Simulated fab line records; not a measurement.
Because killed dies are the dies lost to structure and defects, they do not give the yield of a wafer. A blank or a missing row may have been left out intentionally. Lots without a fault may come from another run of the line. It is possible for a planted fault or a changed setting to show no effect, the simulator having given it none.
A lot that was struck, set against a sound lot ; flow nandHarc ; 14 steps out of a route of 1302
Sound: wafers L521.2, L521.5, L521.6. Wafers L529.4, L529.5, L529.6 were the ones struck. The cause is named last.
Order at every step that has rows: each side's tool, ch and its chambers, its first start. Under that, the readings that differ: sound wafers ; struck wafers ; difference of the means ; sigmas: that difference in standard deviations of wafers without a fault.
alike: readings with means less than 2 such deviations apart, plus words and numbers identical on both sides. not compared: withheld readings, readings lacking a value on some wafer, bounds such as >300 that could conceal the same value, and numbers that have no deviation in the record and whose values overlap.
The two part at a step that has a row with sigmas, a row that says differs or no value, or rows on one side only. Numbers that have no deviation but don't overlap get no sigmas and don't part them. A reading that every wafer of one side lacks parts them only if that side has two wafers or more.

first, 5 steps without rows for these wafers: NHARC_P_M0_SOFTBAKE_04 (time 55 s); NHARC_P_M0_EBR_05; NHARC_P_M0_EXPOSE_06 (exposes mask P M0, target cd 90 nm); NHARC_P_M0_PEB_07 (peb time 65 s); NHARC_P_M0_DEVELOP_08 (develop time 35 s).
NHARC_P_M0_CD_MEAS_09: the cd target is 90 nm.
  sound on cdSem-01 ch 0, day 6 07:16; struck on cdSem-03 ch 0, day 9 18:55
  alike: cdNm
NHARC_P_M0_OVL_MEAS_10: pitch 180 nm.
  sound on overlay-02, day 6 07:21; struck on overlay-02, day 9 19:00
reading;sound;struck;difference;sigmas
overlayXNm (nm);-0.7 -0.6 -0.5;-3.2 -2.7 -2.5;-2.2;-2
overlayYNm (nm);1.4 1.1 1.1;-0.6 -0.7 -0.2;-1.7;-2
NHARC_P_M0_INSPECT_11:
  sound on defectInspect-02, day 6 07:23; struck on defectInspect-01, day 9 19:02
  alike: rawDefectCount
NHARC_P_M0_DESCUM_14: chemistry O2, time 3 s.
  sound on rieDiel-02 ch 1,2,3, day 6 07:28; struck on rieDiel-04 ch 0,3, day 9 19:07
reading;sound;struck;difference;sigmas
oesProductAu (a.u.);0.996 0.982 0.990;1.008 1.013 1.020;+0.024;+2
  alike: drypumpMotorCurrentA, rfVppV, showerheadPlenumPTorr, throttleValvePct
  not compared: rfHoursCounterH
NHARC_P_M0_ETCH_34: etches the open film in N2/H2, target depth 40 nm, overetch 12 nm, time 43.94 s.
  sound on rieDiel-02 ch 0,2,3, day 6 07:32; struck on rieDiel-04 ch 0,1,2, day 9 19:12
  alike: biasW, drypumpMotorCurrentA, oesProductAu, rfVppV, showerheadPlenumPTorr, throttleValvePct
  not compared: rfHoursCounterH
NHARC_P_M0_ETCH_15: etches the open film in C4F8/Ar, target depth 150 nm, overetch 15 nm, time 82.5 s.
  sound: rieDiel-02 ch 1,2; struck: rieDiel-04 ch 0,3
  alike: biasW, oesProductAu, rfVppV
  not compared: rfHoursCounterH
NHARC_P_M0_CD_MEAS_16:
  sound on cdSem-03, day 6 07:44; struck on cdSem-01, day 9 19:25
  alike: cdNm
NHARC_P_M0_STRIP_18: strips in N2/H2.
  sound on rieDiel-02 ch 0,3, day 6 07:50; struck on rieDiel-08 ch 2,3, day 9 19:30
  no value came back on the struck wafers for any of 7 readings (biasW (W), chamberPressureMTorr (mTorr) and others); on the sound wafers biasW (W) reads 0 0 0
  not compared: rfHoursCounterH
then, 1 step without rows for these wafers: NHARC_P_M0_STRIP_19 (strips in post etch residue remover, time 600 s).

## WHERE THEY PART
Last at NHARC_P_M0_STRIP_18 as far as this record goes, first at NHARC_P_M0_OVL_MEAS_10.

WHY: what the simulator had put in
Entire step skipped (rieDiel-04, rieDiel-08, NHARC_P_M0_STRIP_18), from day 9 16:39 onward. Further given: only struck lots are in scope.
